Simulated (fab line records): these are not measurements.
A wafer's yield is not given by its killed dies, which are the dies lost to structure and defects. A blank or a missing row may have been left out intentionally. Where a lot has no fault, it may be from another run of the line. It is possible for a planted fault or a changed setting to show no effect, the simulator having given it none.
fab line records	flow nandHarc
[record] lots = 13	wafers = 39	lastDay = 24
route steps=1159 shown A_CONTACT@940
lots with no fault: from the same line, run without faults
startH: start of the lot's first displayed wafer, in hours after the record's first day	waitH: how many hours have passed since the lot's step before this one	" as in the row above	L1.1+2: a single row standing in for several wafers	- either no value or no given start	* or withheld: withheld	< > ~ a bound
route shown NAME@n: names a module that has steps shown in the file, with the first one's number in the route	usual: mean/standard deviation taken from wafers without a fault	same: alike in all rows	chamber/n: place in a boat	sites: each site's reading	_std_site: their standard deviation	_edge_site: outer sites' mean less inner sites'	radiusMm: how far each site lies from the wafer's centre	mask NAME#n: copy n	behind: tool/chamber where the wafer was last shaped	hold: why the lot was held/for how many hours/how that ended	device: which transistor (n, p or np) failed to switch	end of line: tests of these same wafers at the route's end	where a step has no rows: the recipe by itself	killed: at the first sort, the dies lost to defects and structure; wafer yield is something else	map: a wafer's dies, marking killed ones x, the rest . and places with no die _
set.NAME: the setting the step ran with; set.NAME@STEP: the setting that earlier step ran with	model.NAME: the simulator's own value behind a step, which no gauge read
steps of the route over a sample of lots; a table a step, a row a wafer
services: a tool's chamber out of use, with start hour (startH, from the record's first day; less than 0 if before it), hours out, and reason
[[steps]]
[step NHARC_A_CONTACT_ETCH_89]
[recipe] targetDepthA = 2600	overEtchFrac = 0.3	timeS = 475.3	ionEnergyEv = 200	n2FlowSccm = 150	h2FlowSccm = 150	arFlowSccm = 0	rfW = 400	biasW = 150	chemistry = N2/H2
[usual] drypumpMotorCurrentA = 5.9/0.39	oesProductAu = 1.005/0.012	rfVppV = 428.7/1.7	showerheadPlenumPTorr = 1.97/0.056	throttleValvePct = 14.171/0.0092
[same] overEtchFrac = 0.3	timeS = 475.3
lot.wafer	tool	chamber	startH	waitH	drypumpMotorCurrentA	oesProductAu	rfHoursCounterH	rfVppV	showerheadPlenumPTorr	throttleValvePct
L407.3	rieDiel-03	0	-	-	6.5	0.996	53	425.6	1.89	14.163
L407.4	"	1	"	"	6.0	0.986	54	427.1	1.94	14.174
L407.5	"	0	"	"	6.5	0.999	-	426.4	1.89	14.166
L408.2	rieDiel-03	0	-	-	6.5	1.010	56	425.9	1.89	14.166
L408.3	"	2	"	"	5.6	1.009	54	427.3	1.92	14.158
L408.6	"	2	"	"	5.6	1.001	-	428.1	1.92	14.158
L410.4	rieDiel-06	0	-	-	5.9	1.006	28	429.3	1.97	14.178
L410.2	"	1	"	"	5.7	1.013	28	429.0	2.01	14.172
L410.5	"	3	"	"	5.6	0.995	-	431.3	2.08	14.186
L409.2	rieDiel-06	1	-	-	5.7	1.017	30	430.1	2.01	14.168
L409.4	"	2	"	"	6.5	0.988	25	429.9	2.00	14.154
L409.3	"	0	"	"	5.9	1.006	30	429.5	1.97	14.168
L412.1	rieDiel-06	1	-	-	5.7	1.017	32	429.4	2.01	14.166
L412.2	"	2	"	"	6.5	0.979	26	429.1	2.00	14.160
L412.5	"	1	"	"	5.7	1.012	-	429.1	2.01	14.172
L411.1	rieDiel-03	3	-	-	5.2	1.024	1	429.1	1.98	14.163
L411.2	"	1	"	"	6.0	1.000	1	427.1	1.94	14.162
L411.6	"	3	"	"	5.3	1.024	-	429.4	1.98	14.161
L413.1	rieDiel-03	3	-	-	5.3	1.016	1	430.6	1.98	14.165
L413.3	"	1	"	"	6.0	1.013	1	428.2	1.94	14.170
L413.6	"	3	"	"	5.2	1.017	-	429.2	1.98	14.186
L414.4	rieDiel-03	3	-	-	5.3	1.012	7	429.4	1.98	14.191
L414.2	"	0	"	"	6.5	0.999	7	427.2	1.89	14.161
L414.1	"	2	"	"	5.6	0.996	7	425.9	1.91	14.164
L420.2	rieDiel-08	1	-	-	5.9	1.002	55	428.0	1.95	14.170
L420.1	"	3	"	"	5.5	0.991	52	429.3	1.96	14.178
L420.4	"	3	"	"	5.6	0.999	-	428.2	1.96	14.154
L422.2	rieDiel-08	1	-	-	5.9	0.999	58	428.4	1.95	14.181
L422.4	"	1	"	"	5.9	1.000	-	428.4	1.95	14.155
L422.6	"	3	"	"	5.6	1.001	-	427.2	1.96	14.177
L427.1	rieDiel-06	3	-	-	5.6	1.001	15	429.7	2.07	14.172
L427.3	"	0	"	"	6.0	1.022	15	427.9	1.97	14.163
L427.6	"	3	"	"	5.6	0.991	-	430.6	2.07	14.179
L428.4	rieDiel-03	0	-	-	6.5	0.998	41	426.5	1.88	14.166
L428.2	"	1	"	"	6.0	1.001	43	427.7	1.93	14.185
L428.6	"	0	"	"	6.5	0.995	-	425.7	1.88	14.170
L430.4	rieDiel-08	1	-	-	5.9	1.005	16	427.8	1.94	14.152
L430.3	"	2	"	"	6.5	1.012	15	431.6	2.05	14.171
L430.5	"	0	"	"	6.2	0.993	-	426.5	1.89	14.180
[step NHARC_A_CONTACT_ETCH_98]
[recipe] targetDepthA = 200	overEtchFrac = 0.5	timeS = 10	ionEnergyEv = 250	c4f6FlowSccm = 25	o2FlowSccm = 20	arFlowSccm = 500	rfW = 600	biasW = 500	chemistry = C4F6/O2
[usual] drypumpMotorCurrentA = 5.9/0.38	oesProductAu = 0.960/0.021	rfVppV = 544.8/2.2	showerheadPlenumPTorr = 3.83/0.094	throttleValvePct = 26.904/0.0096
[same] overEtchFrac = 0.5	timeS = 10
lot.wafer	tool	chamber	startH	waitH	drypumpMotorCurrentA	oesProductAu	rfHoursCounterH	rfVppV	showerheadPlenumPTorr	throttleValvePct
L407.4	rieDiel-03	0	-	-	6.5	0.972	54	541.3	3.67	26.898
L407.3	"	2	"	"	5.6	0.954	52	544.1	3.71	26.901
L407.5	"	1	"	"	6.0	0.961	-	543.5	3.76	26.909
L408.2	rieDiel-06	1	-	-	5.7	0.959	28	544.8	3.87	26.892
L408.3	"	2	"	"	6.6	0.985	23	545.4	3.87	26.907
L408.6	"	0	"	"	6.0	0.960	-	544.4	3.81	26.901
L410.4	rieDiel-08	2	-	-	6.5	0.965	29	548.2	3.96	26.892
L410.2	"	3	"	"	5.6	0.965	31	544.7	3.80	26.909
L410.5	"	3	"	"	5.5	0.963	-	544.6	3.80	26.895
L409.4	rieDiel-08	2	-	-	6.5	0.997	32	548.5	3.96	26.895
L409.2	"	0	"	"	6.3	1.000	31	540.5	3.69	26.913
L409.3	"	1	"	"	5.9	1.007	30	544.3	3.78	26.887
L412.1	rieDiel-08	3	-	-	5.6	0.920	34	545.0	3.80	26.906
L412.2	"	1	"	"	5.9	0.962	30	543.3	3.78	26.918
L412.5	"	3	"	"	5.6	0.921	-	545.2	3.80	26.899
L411.2	rieDiel-03	2	-	-	5.6	0.959	1	541.4	3.71	26.897
L411.1	"	3	"	"	5.3	0.968	1	545.7	3.82	26.898
L411.6	"	3	"	"	5.3	0.970	-	545.1	3.82	26.894
L413.3	rieDiel-08	1	-	-	5.9	0.957	31	542.5	3.78	26.899
L413.1	"	2	"	"	6.5	0.955	33	548.1	3.96	26.898
L413.6	"	0	"	"	6.3	0.922	-	542.8	3.69	26.899
L414.1	rieDiel-08	3	426.85	0.3	5.5	0.948	38	543.8	3.79	26.900
L414.2	"	2	"	"	6.5	0.954	40	547.1	3.96	26.913
L414.4	"	3	"	"	5.5	0.954	-	544.7	3.79	26.909
L420.2	rieDiel-06	1	-	-	5.7	0.972	9	543.8	3.86	26.927
L420.1	"	3	"	"	5.7	0.918	9	547.6	3.98	26.899
L420.4	"	0	"	"	5.9	0.957	10	544.6	3.80	26.891
L422.2	rieDiel-08	1	473.64	0.1	5.9	0.960	59	543.7	3.77	26.906
L422.6	"	1	"	"	5.9	0.952	-	543.4	3.77	26.909
L422.4	"	0	"	"	6.3	0.941	-	539.9	3.68	26.897
L427.3	rieDiel-06	3	499.60	0.1	5.7	0.981	15	547.4	3.98	26.915
L427.1	"	0	"	"	6.0	0.974	16	543.4	3.80	26.896
L427.6	"	0	"	"	6.0	0.977	-	543.2	3.80	26.900
L428.4	rieDiel-08	0	-	-	6.2	0.954	8	541.4	3.67	26.880
L428.2	"	2	"	"	6.5	0.969	10	546.8	3.94	26.910
L428.6	"	3	"	"	5.6	0.942	-	542.9	3.78	26.891
L430.3	rieDiel-03	0	-	-	6.5	0.974	46	540.2	3.64	26.895
L430.4	"	1	"	"	6.0	0.972	48	542.8	3.73	26.909
L430.5	"	0	"	"	6.5	0.977	-	540.8	3.64	26.902
[step NHARC_A_CONTACT_ALD_18]
[recipe] targetThkA = 30	pulseTimeS = 1	aldCycles = 150	tempC = 450	material = TiN
[usual] aldCycles = 150/0	heaterPowerW = 1080/88	precursorPulseHeightRel = 1.001/0.019
[same] pulseTimeS = 1
lot.wafer	tool	chamber	startH	waitH	aldCycles	heaterPowerW	precursorPulseHeightRel	sinceWetCleanH
L407.3	aldMetal-03	3	377.70	-	150	1104	1.004	46
L407.4	"	1	"	"	150	973	0.994	46
L407.5	"	3	"	"	150	1119	0.993	-
L408.2	aldMetal-02	0	389.73	-	150	1002	0.996	16
L408.3	"	2	"	"	150	1138	1.013	16
L408.6	"	3	"	"	150	1139	1.008	-
L410.2	aldMetal-03	3	392.52	-	150	1144	1.023	61
L410.4	"	0	"	"	150	885	0.996	61
L410.5	"	1	"	"	150	965	1.022	-
L409.2	aldMetal-04	1	400.76	-	150	1008	0.976	163
L409.3	"	3	"	"	150	1092	0.994	163
L409.4	"	0	"	"	150	979	0.999	163
L412.2	aldMetal-02	3	405.96	-	150	1137	1.014	32
L412.1	"	1	"	"	150	1197	1.016	32
L412.5	"	0	"	"	150	1038	1.016	-
L411.2	aldMetal-03	1	408.74	-	150	994	1.015	77
L411.1	"	2	"	"	150	998	0.999	77
L411.6	"	0	"	"	150	899	0.991	-
L413.3	aldMetal-03	0	411.31	-	150	866	1.036	79
L413.1	"	2	"	"	150	1026	0.977	79
L413.6	"	1	"	"	150	957	1.010	-
L414.1	aldMetal-02	1	428.92	-	150	1155	0.974	55
L414.2	"	2	"	"	150	1185	1.036	55
L414.4	"	3	"	"	150	1179	1.031	-
L420.4	aldMetal-04	1	469.65	-	72	1022	1.003	54
L420.1	"	2	"	"	150	1132	1.027	54
L420.2	"	3	"	"	72	1201	1.003	54
L422.4	aldMetal-04	0	474.79	-	72	988	0.976	59
L422.2	"	1	"	"	72	972	1.026	59
L422.6	"	2	"	"	150	1106	1.012	-
L427.3	aldMetal-02	1	500.68	-	150	1162	1.033	127
L427.1	"	3	"	"	150	1134	0.940	127
L427.6	"	0	"	"	150	1012	1.021	-
L428.2	aldMetal-03	1	511.69	-	150	1008	0.994	2
L428.4	"	0	"	"	150	963	1.038	2
L428.6	"	2	"	"	150	998	0.986	-
L430.3	aldMetal-02	3	526.65	-	150	1136	1.001	153
L430.4	"	2	"	"	150	1170	1.013	153
L430.5	"	3	"	"	150	1157	0.996	-
[step NHARC_A_CONTACT_CVD_19]
[recipe] targetThkA = 3000	tempC = 300	pressureTorr = 40	wf6FlowSccm = 40	h2FlowSccm = 1600	arFlowSccm = 1560	timeS = 802	material = W
[usual] heaterPowerW = 505/73	throttleValvePct = 8.0/0.33
[same] timeS = 802
lot.wafer	tool	chamber	startH	waitH	heaterPowerW	sinceWetCleanH	throttleValvePct
L407.4	cvdW-01	0	-	-	469	-	7.5
L407.3	"	1	"	"	427	-	8.3
L407.5	"	1	"	"	440	-	8.4
L408.2	cvdW-01	1	-	-	446	78	8.2
L408.3	"	1	"	"	438	-	8.5
L408.6	"	0	"	"	467	-	7.5
L410.2	cvdW-01	0	-	-	467	81	7.9
L410.4	"	1	"	"	449	-	8.4
L410.5	"	1	"	"	440	-	8.2
L409.2	cvdW-01	0	-	-	459	-	7.5
L409.3	"	0	"	"	448	-	7.7
L409.4	"	0	"	"	451	-	7.5
L412.1	cvdW-02	0	-	-	614	11	8.2
L412.2	"	0	"	"	610	-	8.2
L412.5	"	0	"	"	606	-	8.1
L411.2	cvdW-02	0	-	-	617	13	7.9
L411.1	"	1	"	"	464	13	7.9
L411.6	"	0	"	"	611	-	8.2
L413.1	cvdW-01	1	-	-	443	101	8.4
L413.3	"	1	"	"	455	-	8.3
L413.6	"	1	"	"	447	-	8.0
L414.2	cvdW-01	1	-	-	446	129	8.2
L414.1	"	0	"	"	461	129	7.5
L414.4	"	1	"	"	450	-	8.4
L420.2	cvdW-02	0	-	-	616	71	8.3
L420.1	"	1	"	"	473	71	7.7
L420.4	"	1	"	"	460	-	7.8
L422.2	cvdW-02	0	-	-	612	78	8.1
L422.4	"	1	"	"	478	-	7.9
L422.6	"	1	"	"	465	-	7.8
L427.1	cvdW-02	1	-	-	466	105	7.7
L427.3	"	0	"	"	621	-	8.3
L427.6	"	0	"	"	612	-	8.2
L428.2	cvdW-02	1	-	-	470	113	7.9
L428.4	"	0	"	"	627	-	8.0
L428.6	"	0	"	"	627	-	8.2
L430.4	cvdW-01	1	-	-	433	-	8.7
L430.3	"	0	"	"	478	-	7.5
L430.5	"	0	"	"	479	-	7.4
[[services]]
tool	chamber	startH	hours	kind
rieDiel-08	0	360.21	-	clean
rieDiel-06	2	363.74	8.6	repair
aldMetal-02	-	364.00	10.0	pm
cvdW-01	-	368.90	1.2	repair
rieDiel-06	2	372.95	7.0	repair
cvdW-02	-	385.65	13.0	pm
rieDiel-03	-	392.49	9.0	pm
aldMetal-03	-	402.17	0.8	repair
aldMetal-04	-	406.00	10.0	pm
rieDiel-08	3	412.25	7.3	repair
rieDiel-06	-	418.25	9.0	pm
aldMetal-02	0	419.00	23.8	repair
aldMetal-03	3	420.76	2.6	repair
rieDiel-08	0	425.33	4.7	repair
rieDiel-03	2	435.96	5.0	repair
rieDiel-08	2	457.24	16.9	repair
aldMetal-04	-	464.80	0.9	repair
rieDiel-08	-	478.95	9.0	pm
cvdW-01	-	482.72	13.0	pm
rieDiel-06	2	496.83	10.5	repair
aldMetal-03	-	500.07	10.0	pm
rieDiel-08	0	501.98	4.2	repair
aldMetal-02	3	510.48	6.4	repair
aldMetal-04	2	514.53	5.5	repair
[[key]]
[firstSign] step = NHARC_A_CONTACT_ALD_18	reading = aldCycles	direction = down	sigmas = 99+	usual = 150	struck = 72
effect none on later readings
metAt NHARC_A_CONTACT_ALD_18
struckLots L420,L422
struckWafers L420.2,L420.4,L422.2,L422.4
laterRowsLeftOut L420.2,L420.4,L422.2,L422.4
sortLeftOut L420.2,L420.4,L422.2,L422.4
testerLeftOut L420,L422
notActingAt NHARC_A_CONTACT_ETCH_89,NHARC_A_CONTACT_ETCH_98,NHARC_A_CONTACT_CVD_19
onsetBetween 400.76 469.65
[fault] kind = processParameterDrift	tool = aldMetal-04	chamber = -	onsetH = 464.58	steps = NHARC_A_CONTACT_ALD_18	channel = aldCycles	offset = -78	shape = step	endH = 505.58	scope = struckWafersOnly	actsIn = theseRecipesOnly	stated = 150
// testerLeftOut: of these lots the tester's yield and bins aren't shown, on N5 and GAA mostly nor the transistor test; their killed dies are dies lost to structure and defects alone, not to doping, threshold or leakage, so they don't give the yield
// sortLeftOut: the simulated sort isn't trusted on such a fault, so these wafers' sort isn't shown, and their yield isn't known
// laterRowsLeftOut: the simulator's readings of these wafers behind a module that went badly wrong aren't trusted and aren't shown, but for the sort
